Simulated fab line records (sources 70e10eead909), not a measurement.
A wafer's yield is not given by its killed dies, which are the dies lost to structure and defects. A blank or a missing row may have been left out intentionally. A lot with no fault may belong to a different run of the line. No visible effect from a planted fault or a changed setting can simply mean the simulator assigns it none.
fab line records	flow nandHarc
record: lots: 11	wafers: 33	lastDay: 26
route steps=1159 shown P_M1@306 P_M2@326 END@1159
lots with no fault: from the same line, run without faults
startH: the number of hours between the record's first day and the start of the first shown wafer of the lot	waitH: hours from the lot's prior step to this one	" same as the row above	L1.1+2: one row covering several wafers at once	- no value present, or no start provided	* or withheld: withheld	< > ~ a bound
route shown NAME@n: a module of which the file shows steps, and the number in the route of the first	usual: average and standard deviation across the fault-free wafers	same: alike in all rows	chamber/n: place in a boat	sites: the reading at each site	_std_site: the values' standard deviation	_edge_site: mean of outer sites minus mean of inner sites	radiusMm: for every site, how far away it sits from the centre of the wafer	mask NAME#n: copy n	behind: tool/chamber where the wafer was last shaped	hold: the reason the lot was held/the length of the hold in hours/how it ended	device: which transistor (n, p or np) failed to switch	end of line: tests run on the same wafers once the route is complete	a step given without rows: its recipe and nothing more	killed: at the first sort, the dies lost to defects and structure; wafer yield is something else	map: shows each die of a wafer: x if killed, . if not, _ if none is there
set.NAME: the setting as run; set.NAME@STEP: as run at that earlier step	model.NAME: the simulator's own value behind a step, which no gauge read
a sample of lots followed through the steps of the route, with each step as a table and each wafer as a row
services: from which hour (startH, from the record's first day; less than 0 if before it) a tool's chamber was out of use, for how many hours, and why
== steps ==
step: NHARC_P_M1_PRE_CLEAN_30
recipe: timeS: 30	tempC: 280	gas: H2/He
usual: heaterPowerW: 418/54
same: timeS: 30
lot.wafer	tool	chamber	startH	waitH	heaterPowerW
L636.4	pvdSputter-02	-	-	-	367
L636.3	"	-	"	"	572
L636.5	"	-	"	"	367
L637.4	pvdSputter-01	-	-	-	418
L637.3	"	-	"	"	408
L637.5	"	-	"	"	417
L639.1	pvdSputter-02	-	-	-	559
L639.2	"	-	"	"	433
L639.5	"	-	"	"	573
L641.4	pvdSputter-02	-	-	-	357
L641.2	"	-	"	"	419
L641.5	"	-	"	"	386
L646.2	pvdSputter-01	-	-	-	448
L646.4	"	-	"	"	410
L646.6	"	-	"	"	455
L648.3	pvdSputter-03	-	-	-	397
L648.2	"	-	"	"	375
L648.6	"	-	"	"	392
L651.2	pvdSputter-02	-	-	-	360
L651.4	"	-	"	"	565
L651.5	"	-	"	"	361
L653.2	pvdSputter-02	-	-	-	358
L653.3	"	-	"	"	414
L653.6	"	-	"	"	378
L655.1	pvdSputter-02	-	-	-	532
L655.2	"	-	"	"	359
L655.5	"	-	"	"	533
L656.3	pvdSputter-03	-	-	-	396
L656.2	"	-	"	"	417
L656.1	"	-	"	"	465
L659.2	pvdSputter-02	-	-	-	403
L659.4	"	-	"	"	385
L659.6	"	-	"	"	355
step: NHARC_P_M1_INSPECT_27
usual: rawDefectCount: 314/100
lot.wafer	tool	chamber	startH	waitH	rawDefectCount
L636.3	defectInspect-01	-	121.91	0.0	362
L636.4	"	-	"	"	210
L636.5	"	-	"	"	394
L637.3	defectInspect-01	-	132.98	0.0	335
L637.4	"	-	"	"	330
L637.5	"	-	"	"	309
L639.1	defectInspect-01	-	141.29	0.0	290
L639.2	"	-	"	"	307
L639.5	"	-	"	"	255
L641.2	defectInspect-01	-	159.63	0.0	404
L641.4	"	-	"	"	231
L641.5	"	-	"	"	210
L646.2	defectInspect-01	-	178.05	0.0	338
L646.4	"	-	"	"	519
L646.6	"	-	"	"	337
L648.2	defectInspect-01	-	200.48	0.0	343
L648.3	"	-	"	"	226
L648.6	"	-	"	"	384
L651.2	defectInspect-02	-	210.30	0.0	408
L651.4	"	-	"	"	475
L651.5	"	-	"	"	316
L653.2	defectInspect-02	-	230.82	0.0	535
L653.3	"	-	"	"	258
L653.6	"	-	"	"	494
L655.1	defectInspect-02	-	240.68	0.0	205
L655.2	"	-	"	"	247
L655.5	"	-	"	"	188
L656.1	defectInspect-01	-	241.61	0.0	412
L656.2	"	-	"	"	148
L656.3	"	-	"	"	230
L659.2	defectInspect-02	-	259.18	0.0	237
L659.4	"	-	"	"	222
L659.6	"	-	"	"	439
step: NHARC_P_M2_PEB_07
recipe: pebTempC: 100	pebTimeS: 65
usual: chillPlateTempC: 22.99/0.11	heaterPowerTotalW: 156.6/0.42	plateTempC: 99.99/0.14
lot.wafer	tool	chamber	startH	waitH	chillPlateTempC	heaterPowerTotalW	plateTempC
L636.3	lithoTrack-04	0	123.10	0.0	23.02	156.9	99.83
L636.4	"	0	"	"	22.99	156.2	100.10
L636.5	"	0	"	"	22.92	156.4	100.18
L637.3	lithoTrack-04	0	134.29	0.0	23.17	157.2	99.93
L637.4	"	0	"	"	23.21	156.6	99.90
L637.5	"	0	"	"	23.30	156.9	99.91
L639.1	lithoTrack-01	0	142.48	0.1	22.85	157.2	100.24
L639.2	"	0	"	"	22.88	156.5	100.23
L639.5	"	0	"	"	22.69	155.9	100.06
L641.2	lithoTrack-04	0	160.95	0.1	23.11	157.1	99.83
L641.4	"	0	"	"	22.93	155.9	100.06
L641.5	"	0	"	"	23.08	156.1	99.86
L646.2	lithoTrack-04	0	179.39	0.1	23.10	156.3	100.06
L646.4	"	0	"	"	23.15	156.3	99.87
L646.6	"	0	"	"	23.10	156.4	100.00
L648.2	lithoTrack-04	0	201.81	0.1	22.89	156.9	100.08
L648.3	"	0	"	"	22.96	156.3	100.02
L648.6	"	0	"	"	22.91	156.1	99.93
L651.2	lithoTrack-06	0	211.49	0.1	22.97	156.9	100.13
L651.4	"	0	"	"	22.98	157.2	100.13
L651.5	"	0	"	"	23.04	156.6	100.00
L653.2	lithoTrack-01	0	232.14	0.1	23.11	156.4	99.67
L653.3	"	0	"	"	22.83	156.3	99.90
L653.6	"	0	"	"	22.94	156.0	99.83
L655.1	lithoTrack-06	0	242.01	0.1	23.28	156.5	100.07
L655.2	"	0	"	"	23.23	156.8	99.95
L655.5	"	0	"	"	23.23	156.6	100.22
L656.1	lithoTrack-06	0	243.24	0.1	23.03	156.3	99.64
L656.2	"	0	"	"	23.06	156.0	99.73
L656.3	"	0	"	"	22.94	157.2	99.85
L659.2	lithoTrack-04	0	260.50	0.1	22.92	157.2	100.07
L659.4	"	0	"	"	22.90	156.2	100.01
L659.6	"	0	"	"	22.86	157.1	99.86
step: NHARC_P_M2_CD_MEAS_09
recipe: targetCdNm: 170	landingEnergyEv: 500
usual: cdNm: 170.3/0.63
lot.wafer	tool	chamber	startH	waitH	cdNm
L636.3	cdSem-03	0	123.19	-	169.4
L636.4	"	0	"	"	170.7
L636.5	"	0	"	"	169.4
L637.3	cdSem-01	0	134.38	-	169.9
L637.4	"	0	"	"	170.3
L637.5	"	0	"	"	169.4
L639.1	cdSem-02	0	142.56	-	170.6
L639.2	"	0	"	"	169.3
L639.5	"	0	"	"	169.1
L641.2	cdSem-02	0	161.03	-	169.9
L641.4	"	0	"	"	169.4
L641.5	"	0	"	"	169.6
L646.2	cdSem-03	0	179.47	-	172.6
L646.4	"	0	"	"	170.0
L646.6	"	0	"	"	170.4
L648.2	cdSem-01	0	201.89	-	172.4
L648.3	"	0	"	"	169.7
L648.6	"	0	"	"	170.7
L651.2	cdSem-03	0	211.57	-	171.4
L651.4	"	0	"	"	170.2
L651.5	"	0	"	"	171.8
L653.2	cdSem-01	0	232.22	-	170.4
L653.3	"	0	"	"	169.0
L653.6	"	0	"	"	170.5
L655.1	cdSem-02	0	242.10	-	171.1
L655.2	"	0	"	"	170.5
L655.5	"	0	"	"	171.3
L656.1	cdSem-02	0	243.32	-	171.5
L656.2	"	0	"	"	170.5
L656.3	"	0	"	"	170.2
L659.2	cdSem-03	0	260.58	-	171.0
L659.4	"	0	"	"	170.8
L659.6	"	0	"	"	170.5
step: NHARC_P_M2_ETCH_28
recipe: targetDepthA: 300	overEtchFrac: 0.3	timeS: 72.99	ionEnergyEv: 150	cf4FlowSccm: 50	n2FlowSccm: 100	arFlowSccm: 150	rfW: 300	biasW: 100	chemistry: CF4/N2
usual: drypumpMotorCurrentA: 5.6/0.33	oesProductAu: 1.001/0.0086	rfVppV: 314.1/1.5	showerheadPlenumPTorr: 2.63/0.07	throttleValvePct: 19.793/0.0096
same: overEtchFrac: 0.3	timeS: 72.99
lot.wafer	tool	chamber	startH	waitH	drypumpMotorCurrentA	oesProductAu	rfHoursCounterH	rfVppV	showerheadPlenumPTorr	throttleValvePct
L636.3	rieDiel-01	2	-	-	5.1	1.023	29	312.9	2.56	19.806
L636.4	"	3	"	"	6.2	0.995	29	314.2	2.57	19.790
L636.5	"	0	"	"	5.7	0.994	-	312.4	2.62	19.781
L637.4	rieDiel-03	1	-	-	5.7	0.993	3	313.7	2.60	19.788
L637.3	"	3	"	"	5.9	1.003	3	312.4	2.69	19.804
L637.5	"	1	"	"	5.7	0.988	-	313.7	2.60	19.790
L639.2	rieDiel-03	1	-	-	5.8	0.993	4	314.8	2.60	19.786
L639.1	"	2	"	"	5.3	1.001	3	313.2	2.56	19.784
L639.5	"	2	"	"	5.3	1.007	-	312.9	2.56	19.789
L641.4	rieDiel-12	2	-	-	5.6	0.996	43	312.0	2.53	19.787
L641.2	"	0	"	"	6.7	1.000	40	314.3	2.61	19.773
L641.5	"	2	"	"	5.6	1.003	-	313.3	2.53	19.791
L646.2	rieDiel-03	3	-	-	5.9	1.010	5	315.3	2.69	19.790
L646.4	"	1	"	"	5.7	1.016	5	313.2	2.60	19.809
L646.6	"	0	"	"	5.6	1.011	-	315.2	2.72	19.806
L648.2	rieDiel-03	0	-	-	5.6	1.008	6	315.3	2.72	19.794
L648.3	"	1	"	"	5.7	1.000	6	313.1	2.60	19.801
L648.6	"	0	"	"	5.6	0.996	-	316.6	2.72	19.790
L651.4	rieDiel-03	1	-	-	5.7	0.995	7	313.6	2.60	19.816
L651.2	"	2	"	"	5.3	1.018	6	313.7	2.56	19.793
L651.5	"	3	"	"	5.9	0.997	-	315.2	2.69	19.787
L653.3	rieDiel-03	2	-	-	5.3	1.010	1	312.4	2.56	19.797
L653.2	"	0	"	"	5.6	1.007	1	315.5	2.72	19.796
L653.6	"	1	"	"	5.7	1.011	-	314.1	2.60	19.795
L655.2	rieDiel-01	1	-	-	5.4	1.010	21	317.3	2.74	19.775
L655.1	"	3	"	"	6.2	0.996	21	312.6	2.56	19.774
L655.5	"	1	"	"	5.4	1.003	-	316.1	2.74	19.804
L656.1	rieDiel-01	3	-	-	6.2	0.987	21	314.4	2.56	19.783
L656.3	"	0	"	"	5.6	0.996	22	314.8	2.61	19.806
L656.2	"	1	"	"	5.4	1.009	21	315.3	2.74	19.798
L659.4	rieDiel-03	0	-	-	5.6	0.996	1	314.9	2.72	19.789
L659.2	"	1	"	"	5.7	0.994	2	313.3	2.60	19.789
L659.6	"	0	"	"	5.6	0.994	-	316.0	2.72	19.812
step: NHARC_END_SORT_01
recipe: tempC: 25
usual: defectLimitedYield: 95.5/1.8	killedAtArray: 27/11	killedAtOther: 0.6/1	killedAtPeriphery: 3.0/2.1	killedDies: 31/12	killedOpen: 3.2/1.7	killedShort: 1.7/1.4	sort_bin_2_pct: 1.4/0.68	sort_bin_3_pct: 0.25/0.2	sort_bin_4_pct: 2.9/1.2	sortNPass: 646/12	sortRimYieldPct: 95.7/2.8	sortYieldPct: 95.5/1.8
same: grossDies: 677	sort_bin_5_pct[%]: 0	sort_bin_6_pct[%]: 0	sort_bin_7_pct[%]: 0	sort_bin_8_pct[%]: 0	sortRimNGross: 106.00
lot.wafer	tool	chamber	startH	waitH	defectLimitedYield[%]	killedAtArray	killedAtOther	killedAtPeriphery	killedDies	killedOpen	killedShort	sort_bin_2_pct[%]	sort_bin_3_pct[%]	sort_bin_4_pct[%]	sortNPass	sortRimYieldPct[%]	sortYieldPct[%]
L639.1	prober-02	0	460.79	2.5	97.0	18	0	2	20	3	2	0.7	0.44	1.8	657	98.1	97.0
L639.2	prober-02	0	461.59	2.8	97.6	15	0	1	16	2	1	0.7	0.15	1.5	661	97.2	97.6
L639.5	prober-02	0	463.99	3.7	97.0	18	0	2	20	7	1	1.2	0	1.8	657	100.0	97.0
L636.3	prober-01	0	462.26	3.1	96.3	23	1	1	25	4	1	0.4	0.30	3.0	652	94.3	96.3
L636.4	prober-01	0	463.04	3.3	96.3	23	0	2	25	3	1	1.8	0.15	1.8	652	94.3	96.3
L636.5	prober-01	0	463.83	3.6	96.6	21	1	1	23	2	1	0.4	0.15	2.8	654	93.4	96.6
L637.3	prober-01	0	476.03	3.1	97.9	11	0	3	14	3	0	0.6	0	1.5	663	98.1	97.9
L637.4	prober-01	0	476.84	3.4	98.2	11	0	1	12	1	1	0.9	0	0.9	665	96.2	98.2
L637.5	prober-01	0	477.65	3.7	98.2	9	0	3	12	6	0	0.4	0.15	1.2	665	97.2	98.2
L641.2	prober-02	0	497.71	2.8	95.3	30	1	1	32	3	2	1.0	0.30	3.4	645	93.4	95.3
L641.4	prober-02	0	499.29	3.4	94.8	31	0	4	35	4	2	1.2	0.15	3.8	642	93.4	94.8
L641.5	prober-02	0	500.08	3.7	96.3	22	1	2	25	3	4	1.0	0.15	2.5	652	97.2	96.3
L646.2	prober-01	0	498.77	2.8	97.6	15	0	1	16	3	2	0.7	0.15	1.5	661	99.1	97.6
L646.4	prober-01	0	500.38	3.4	98.4	9	0	2	11	3	1	0.1	0.15	1.3	666	100.0	98.4
L646.6	prober-01	0	501.99	4.0	98.5	8	1	1	10	1	1	0.1	0	1.3	667	99.1	98.5
L648.2	prober-01	0	520.03	2.8	93.2	42	0	4	46	4	1	2.5	0	4.3	631	91.5	93.2
L648.3	prober-01	0	520.85	3.1	94.4	35	0	3	38	0	0	1.2	0.15	4.3	639	96.2	94.4
L648.6	prober-01	0	523.29	4.1	92.5	46	0	5	51	4	5	1.8	0.59	5.2	626	92.5	92.5
L651.2	prober-02	0	522.45	2.8	94.2	34	0	5	39	2	1	1.3	0.30	4.1	638	96.2	94.2
L651.4	prober-02	0	524.06	3.4	94.7	28	1	7	36	5	1	1.3	0.15	3.8	641	95.3	94.7
L651.5	prober-02	0	524.86	3.7	95.9	27	0	1	28	4	0	1.5	0.15	2.5	649	98.1	95.9
L653.2	prober-02	0	550.09	2.8	96.5	19	1	4	24	2	2	1.5	0.30	1.8	653	95.3	96.5
L653.3	prober-02	0	550.90	3.1	96.2	19	2	5	26	2	3	0.7	0.44	2.7	651	98.1	96.2
L653.6	prober-02	0	553.32	4.0	97.0	10	0	10	20	3	1	0.6	0.30	2.1	657	98.1	97.0
L656.1	prober-01	0	564.35	2.5	91.9	49	0	6	55	5	1	2.1	0.15	5.9	622	93.4	91.9
L656.2	prober-01	0	565.16	2.8	92.2	50	1	2	53	2	3	2.5	0.30	5.0	624	93.4	92.2
L656.3	prober-01	0	565.97	3.1	92.6	45	0	5	50	6	2	1.9	0.15	5.3	627	88.7	92.6
L655.1	prober-02	0	566.54	2.5	95.9	25	0	3	28	2	3	1.0	0	3.1	649	95.3	95.9
L655.2	prober-02	0	567.35	2.8	95.4	27	0	4	31	6	2	0.7	0	3.8	646	95.3	95.4
L655.5	prober-02	0	569.75	3.7	95.7	27	0	2	29	3	1	1.2	0.30	2.8	648	95.3	95.7
L659.2	prober-02	0	619.87	2.8	95.3	29	2	1	32	2	3	1.2	0.59	3.0	645	99.1	95.3
L659.4	prober-02	0	621.46	3.4	96.6	19	2	2	23	2	1	1.3	0.44	1.6	654	99.1	96.6
L659.6	prober-02	0	623.05	4.0	96.9	19	0	2	21	2	3	1.5	0.15	1.5	656	98.1	96.9
killed by level:class
L639.1 A_SLIT:chamberFilmFlake=6 A_CHANNEL_HOLE_D1:chamberFilmFlake=4 A_STAIRCASE:chamberFilmFlake=3 A_CHANNEL_FILL_D1:geometricParticle:short=2 P_M0:geometricParticle:open=1 A_SGD_CUT:geometricParticle:open=1 A_WL_FILL:geometricParticle:open=1 P_GATE:chamberFilmFlake=1
L639.2 A_SLIT:chamberFilmFlake=7 A_CHANNEL_HOLE_D1:chamberFilmFlake=3 P_M0:geometricParticle:short=1 A_CHANNEL_FILL_D1:geometricParticle:open=1 A_BLC:geometricParticle:open=1 A_CHANNEL_FILL_D1:chamberFilmFlake=1 A_CONTACT:chamberFilmFlake=1 A_BONDPAD:chamberFilmFlake=1
L636.3 A_CHANNEL_HOLE_D1:chamberFilmFlake=10 A_SLIT:chamberFilmFlake=3 A_CHANNEL_FILL_D1:chamberFilmFlake=3 A_CHANNEL_FILL_D1:geometricParticle:open=2 A_ONON_D1:geometricParticle:open=1 A_CONTACT:geometricParticle:open=1 A_M1:geometricParticle:short=1 P_STI:chamberFilmFlake=1
L636.4 A_CHANNEL_HOLE_D1:chamberFilmFlake=12 A_CHANNEL_FILL_D1:chamberFilmFlake=6 A_CONTACT:chamberFilmFlake=2 P_CONTACT:geometricParticle:open=1 P_M0:geometricParticle:open=1 A_SGD_CUT:geometricParticle:short=1 A_SGD_CUT:geometricParticle:open=1 A_SLIT:chamberFilmFlake=1
L636.5 A_CHANNEL_HOLE_D1:chamberFilmFlake=12 A_CHANNEL_FILL_D1:chamberFilmFlake=2 A_STAIRCASE:chamberFilmFlake=2 A_CHANNEL_FILL_D1:geometricParticle:open=1 A_SGD_CUT:geometricParticle:open=1 A_CONTACT:geometricParticle:short=1 P_ZERO_WELL:chamberFilmFlake=1 A_SLIT:chamberFilmFlake=1
L639.5 A_SLIT:chamberFilmFlake=10 A_CONTACT:geometricParticle:open=2 A_CHANNEL_HOLE_D1:chamberFilmFlake=2 P_M0:geometricParticle:short=1 P_M1:geometricParticle:open=1 A_SOURCE_PLATE:geometricParticle:open=1 A_ONON_D1:geometricParticle:open=1 A_CHANNEL_FILL_D1:geometricParticle:open=1
L637.3 A_CONTACT:chamberFilmFlake=4 A_CONTACT:geometricParticle:open=2 P_M1:chamberFilmFlake=2 A_CHANNEL_HOLE_D1:chamberFilmFlake=2 A_STAIRCASE:chamberFilmFlake=2 A_WL_FILL:geometricParticle:open=1 P_STI:chamberFilmFlake=1
L637.4 A_CONTACT:chamberFilmFlake=4 A_STAIRCASE:chamberFilmFlake=2 A_CHANNEL_FILL_D1:geometricParticle:short=1 A_M1:geometricParticle:open=1 P_M1:chamberFilmFlake=1 A_CHANNEL_HOLE_D1:chamberFilmFlake=1 A_WL_FILL:chamberFilmFlake=1 A_BONDPAD:chamberFilmFlake=1
L637.5 A_CONTACT:chamberFilmFlake=4 A_WL_FILL:geometricParticle:open=3 P_M0:geometricParticle:open=1 P_M1:geometricParticle:open=1 P_M2:geometricParticle:open=1 A_CHANNEL_HOLE_D1:chamberFilmFlake=1 A_STAIRCASE:chamberFilmFlake=1
L641.2 A_CHANNEL_HOLE_D1:chamberFilmFlake=15 A_SLIT:chamberFilmFlake=7 A_CONTACT:chamberFilmFlake=3 A_WL_FILL:geometricParticle:open=2 P_CONTACT:geometricParticle:short=1 A_CHANNEL_FILL_D1:geometricParticle:open=1 A_M0:geometricParticle:short=1 A_SGD_CUT:chamberFilmFlake=1
L646.2 A_STAIRCASE:chamberFilmFlake=5 A_CHANNEL_HOLE_D1:chamberFilmFlake=2 A_WL_FILL:chamberFilmFlake=2 P_CONTACT:geometricParticle:short=1 A_ONON_D1:geometricParticle:short=1 A_ONON_D1:geometricParticle:open=1 A_CONTACT:geometricParticle:open=1 A_M0:geometricParticle:open=1
L641.4 A_SLIT:chamberFilmFlake=15 A_CHANNEL_HOLE_D1:chamberFilmFlake=9 A_STAIRCASE:chamberFilmFlake=3 P_GATE:geometricParticle:open=1 P_CONTACT:geometricParticle:open=1 P_M1:geometricParticle:open=1 A_ONON_D1:geometricParticle:open=1 A_WL_FILL:geometricParticle:short=1
L641.5 A_CHANNEL_HOLE_D1:chamberFilmFlake=10 A_STAIRCASE:chamberFilmFlake=3 A_ONON_D1:geometricParticle:open=2 A_SLIT:chamberFilmFlake=2 A_CONTACT:chamberFilmFlake=2 P_CONTACT:geometricParticle:short=1 P_M0:geometricParticle:open=1 A_SOURCE_PLATE:geometricParticle:short=1
L646.4 A_CHANNEL_HOLE_D1:chamberFilmFlake=3 P_ZERO_WELL:chamberFilmFlake=2 A_SOURCE_PLATE:geometricParticle:open=1 A_WL_FILL:geometricParticle:short=1 A_CONTACT:geometricParticle:open=1 A_M1:geometricParticle:open=1 A_WL_FILL:chamberFilmFlake=1 A_CONTACT:chamberFilmFlake=1
L646.6 A_CHANNEL_HOLE_D1:chamberFilmFlake=3 A_WL_FILL:chamberFilmFlake=2 A_WL_FILL:geometricParticle:short=1 A_CONTACT:geometricParticle:open=1 P_ZERO_WELL:chamberFilmFlake=1 A_STAIRCASE:chamberFilmFlake=1 THIN_TSV:chamberFilmFlake=1
L648.2 A_SLIT:chamberFilmFlake=14 A_CHANNEL_HOLE_D1:chamberFilmFlake=13 A_CONTACT:chamberFilmFlake=6 P_GATE:chamberFilmFlake=4 A_STAIRCASE:chamberFilmFlake=3 A_ONON_D1:geometricParticle:open=2 A_CHANNEL_FILL_D1:geometricParticle:open=1 A_CONTACT:geometricParticle:open=1
L648.3 A_SLIT:chamberFilmFlake=17 A_CHANNEL_HOLE_D1:chamberFilmFlake=10 A_STAIRCASE:chamberFilmFlake=5 A_CONTACT:chamberFilmFlake=3 P_GATE:chamberFilmFlake=2 P_ZERO_WELL:chamberFilmFlake=1
L651.2 A_SLIT:chamberFilmFlake=17 A_CHANNEL_HOLE_D1:chamberFilmFlake=7 A_STAIRCASE:chamberFilmFlake=5 A_CONTACT:chamberFilmFlake=4 P_STI:chamberFilmFlake=2 P_M0:geometricParticle:open=1 P_M2:geometricParticle:short=1 A_CONTACT:geometricParticle:open=1
L648.6 A_CHANNEL_HOLE_D1:chamberFilmFlake=18 A_SLIT:chamberFilmFlake=13 A_STAIRCASE:chamberFilmFlake=4 A_CONTACT:chamberFilmFlake=4 A_WL_FILL:geometricParticle:short=2 P_GATE:chamberFilmFlake=2 P_CONTACT:geometricParticle:short=1 P_M0:geometricParticle:open=1
L651.4 A_SLIT:chamberFilmFlake=15 A_CHANNEL_HOLE_D1:chamberFilmFlake=7 P_STI:chamberFilmFlake=4 P_M1:geometricParticle:open=2 A_CONTACT:chamberFilmFlake=2 P_CONTACT:geometricParticle:open=1 A_CHANNEL_HOLE_D1:geometricParticle:open=1 A_WL_FILL:geometricParticle:short=1
L651.5 A_SLIT:chamberFilmFlake=14 A_STAIRCASE:chamberFilmFlake=4 A_CHANNEL_HOLE_D1:chamberFilmFlake=3 A_CONTACT:geometricParticle:open=2 A_CONTACT:chamberFilmFlake=2 A_CHANNEL_FILL_D1:geometricParticle:open=1 A_M1:geometricParticle:open=1 P_STI:chamberFilmFlake=1
L653.2 A_CHANNEL_HOLE_D1:chamberFilmFlake=5 A_STAIRCASE:chamberFilmFlake=4 A_CONTACT:chamberFilmFlake=3 P_STI:chamberFilmFlake=2 P_GATE:chamberFilmFlake=2 A_ZERO_WELL:chamberFilmFlake=2 A_ONON_D1:geometricParticle:short=1 A_CHANNEL_HOLE_D1:geometricParticle:short=1
L653.3 A_CHANNEL_HOLE_D1:chamberFilmFlake=6 A_CONTACT:chamberFilmFlake=6 P_STI:chamberFilmFlake=3 A_WL_FILL:chamberFilmFlake=2 THIN_TSV:chamberFilmFlake=2 P_ZERO_WELL:geometricParticle:open=1 A_ONON_D1:geometricParticle:short=1 A_CHANNEL_FILL_D1:geometricParticle:short=1
L653.6 P_STI:chamberFilmFlake=4 A_CHANNEL_HOLE_D1:chamberFilmFlake=3 A_CONTACT:chamberFilmFlake=3 P_M0:geometricParticle:open=2 A_STAIRCASE:chamberFilmFlake=2 P_GATE:geometricParticle:open=1 A_CONTACT:geometricParticle:short=1 P_ZERO_WELL:chamberFilmFlake=1
L656.1 A_SLIT:chamberFilmFlake=20 A_CHANNEL_HOLE_D1:chamberFilmFlake=10 A_STAIRCASE:chamberFilmFlake=10 A_CONTACT:chamberFilmFlake=6 P_M2:geometricParticle:open=2 A_SGD_CUT:chamberFilmFlake=2 P_GATE:geometricParticle:open=1 P_CONTACT:geometricParticle:short=1
L656.2 A_SLIT:chamberFilmFlake=17 A_CHANNEL_HOLE_D1:chamberFilmFlake=16 A_STAIRCASE:chamberFilmFlake=5 A_SGD_CUT:chamberFilmFlake=4 A_CONTACT:chamberFilmFlake=4 P_GATE:geometricParticle:short=1 A_ONON_D1:geometricParticle:open=1 A_SGD_CUT:geometricParticle:short=1
L656.3 A_SLIT:chamberFilmFlake=18 A_CHANNEL_HOLE_D1:chamberFilmFlake=9 A_CONTACT:chamberFilmFlake=7 A_STAIRCASE:chamberFilmFlake=3 A_SGD_CUT:chamberFilmFlake=3 P_GATE:geometricParticle:open=1 P_CONTACT:geometricParticle:open=1 P_M0:geometricParticle:open=1
L655.1 A_CHANNEL_HOLE_D1:chamberFilmFlake=12 A_WL_FILL:chamberFilmFlake=5 A_STAIRCASE:chamberFilmFlake=3 P_CONTACT:geometricParticle:short=2 A_CONTACT:geometricParticle:open=2 A_CHANNEL_FILL_D1:geometricParticle:short=1 P_STI:chamberFilmFlake=1 A_SLIT:chamberFilmFlake=1
L655.2 A_CHANNEL_HOLE_D1:chamberFilmFlake=11 A_STAIRCASE:chamberFilmFlake=8 P_STI:geometricParticle:open=2 A_ONON_D1:geometricParticle:short=2 A_CONTACT:geometricParticle:open=2 A_SLIT:chamberFilmFlake=2 A_WL_FILL:chamberFilmFlake=2 P_CONTACT:geometricParticle:open=1
L655.5 A_CHANNEL_HOLE_D1:chamberFilmFlake=14 A_WL_FILL:chamberFilmFlake=3 A_CONTACT:geometricParticle:open=2 A_SLIT:chamberFilmFlake=2 A_CONTACT:chamberFilmFlake=2 P_GATE:geometricParticle:open=1 A_WL_FILL:geometricParticle:short=1 P_STI:chamberFilmFlake=1
L659.2 A_CHANNEL_HOLE_D1:chamberFilmFlake=10 A_STAIRCASE:chamberFilmFlake=9 A_CONTACT:chamberFilmFlake=4 P_M0:geometricParticle:open=1 A_SOURCE_PLATE:geometricParticle:short=1 A_ONON_D1:geometricParticle:short=1 A_SGD_CUT:geometricParticle:short=1 A_WL_FILL:geometricParticle:open=1
L659.4 A_CHANNEL_HOLE_D1:chamberFilmFlake=11 A_STAIRCASE:chamberFilmFlake=3 A_CONTACT:chamberFilmFlake=2 THIN_TSV:chamberFilmFlake=2 P_CONTACT:geometricParticle:open=1 P_M0:geometricParticle:open=1 A_WL_FILL:geometricParticle:short=1 A_SLIT:chamberFilmFlake=1
L659.6 A_CHANNEL_HOLE_D1:chamberFilmFlake=11 A_CONTACT:chamberFilmFlake=4 A_WL_FILL:geometricParticle:short=2 P_M0:geometricParticle:short=1 P_M2:geometricParticle:open=1 A_ONON_D1:geometricParticle:open=1 A_STAIRCASE:chamberFilmFlake=1
== services ==
tool	chamber	startH	hours	kind
rieDiel-12	3	99.58	4.0	repair
pvdSputter-03	-	102.09	10.0	pm
rieDiel-03	2	109.87	9.1	repair
lithoTrack-06	-	117.00	7.0	pm
rieDiel-03	-	118.73	1.1	repair
rieDiel-03	0	120.80	-	clean
rieDiel-03	1	120.80	-	clean
rieDiel-03	2	120.80	-	clean
pvdSputter-02	-	134.85	0.8	repair
rieDiel-01	-	137.80	9.0	pm
lithoTrack-04	-	141.00	7.0	pm
pvdSputter-01	-	158.03	10.0	pm
pvdSputter-03	-	173.10	4.6	repair
rieDiel-12	3	192.43	5.1	repair
rieDiel-12	-	202.62	9.0	pm
rieDiel-01	3	204.20	3.6	repair
rieDiel-12	-	212.33	1.2	repair
pvdSputter-02	-	214.00	10.0	pm
rieDiel-03	-	215.30	9.0	pm
rieDiel-01	1	216.27	6.4	repair
pvdSputter-01	-	222.21	9.6	repair
pvdSputter-01	-	246.78	2.8	repair
pvdSputter-03	-	247.70	4.4	repair
rieDiel-03	-	250.35	1.0	repair
== key ==
firstSign: step: NHARC_P_M2_CD_MEAS_09	reading: cdNm	direction: up	sigmas: 3.6	usual: 170.3	struck: 172.5
effect none on later readings
metAt NHARC_P_M2_PEB_07
struckLots L646,L648
struckWafers L646.2,L648.2
notActingAt NHARC_P_M1_PRE_CLEAN_30,NHARC_P_M1_INSPECT_27,NHARC_P_M2_ETCH_28
onsetBetween 160.95 179.39
fault: kind: processParameterDrift	tool: lithoTrack-04	chamber: -	onsetH: 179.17	steps: NHARC_P_M2_PEB_07	channel: pebTimeS	offset: *	shape: step	endH: 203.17	scope: struckWafersOnly	actsIn: *	stated: *
